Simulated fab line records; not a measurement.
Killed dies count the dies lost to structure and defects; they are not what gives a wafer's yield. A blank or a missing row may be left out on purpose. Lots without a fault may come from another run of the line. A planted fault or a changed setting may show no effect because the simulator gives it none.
Chamber matching    flow n5_finfet    N5_BEOL_M1_VIA_ETCH_34 on rie_diel-05 has 4 sister chambers
The step etches the open film in C4F6/O2, target depth 67.8 nm, time 64.4 s. 18 wafers are shown with their chamber, then 9 later ones without.

WAFERS WITH THEIR CHAMBER
wafer   chamber  rf_vpp_V (V)  throttle_valve_pct (%)  showerhead_plenum_p_Torr (Torr)
L075.1  0        648           30.5                    2.79
L075.2  3        666           31.2                    2.83
L075.6  0        648           30.6                    2.79
L074.2  3        667           31.2                    2.83
L074.3  1        666           30.3                    2.91
L074.5  2        689           30.4                    2.88
L076.1  2        689           30.4                    2.88
L076.3  3        666           31.2                    2.83
L076.6  2        687           30.4                    2.88
L078.1  3        667           31.2                    2.83
L078.3  1        667           30.4                    2.91
L078.5  2        687           30.4                    2.88
L086.1  1        666           30.4                    2.91
L086.2  3        668           31.2                    2.82
L086.4  0        649           30.6                    2.78
L087.1  1        667           30.4                    2.90
L087.5  2        688           30.4                    2.87
L087.6  0        647           30.6                    2.78

SIGNATURES (averages over the wafers above)
reading                   chamber 0  chamber 1  chamber 2  chamber 3  scatter within a chamber
rf_vpp_V                  648.00     666.50     688.00     666.80     0.837
throttle_valve_pct        30.575     30.375     30.400     31.200     0.0327
showerhead_plenum_p_Torr  2.7850     2.9075     2.8780     2.8280     0.00489
Rule: distance of a wafer from a chamber = root of the sum over the readings of ((wafer's reading minus chamber's mean) / reading's scatter) squared. If the next closest chamber is less than 2 further off than the closest, the wafer can't be placed; otherwise it belongs to the closest. The scatter: the root of (the sum of the squares of (reading less its chamber's mean) over the shown wafers, divided by (wafers less chambers)).

WAFERS WHOSE CHAMBER IS MISSING
wafer   rf_vpp_V (V)  throttle_valve_pct (%)  showerhead_plenum_p_Torr (Torr)
L090.4  667           30.4                    2.90
L090.5  647           30.6                    2.78
L090.6  667           30.4                    2.90
L091.1  667           30.4                    2.90
L091.2  687           30.4                    2.87
L091.4  648           30.6                    2.78
L094.1  648           30.6                    2.78
L094.2  667           30.4                    2.90
L094.3  666           31.1                    2.82

CHAMBER TAKEN BY EACH
wafer   from the rows above  in truth
L090.4  1                    1
L090.5  0                    0
L090.6  1                    1
L091.1  1                    1
L091.2  2                    2
L091.4  0                    0
L094.1  0                    0
L094.2  1                    1
L094.3  3                    3
Correctly placed: 9 of 9. From these rows, 0 cannot be placed. Wrongly placed: 0.
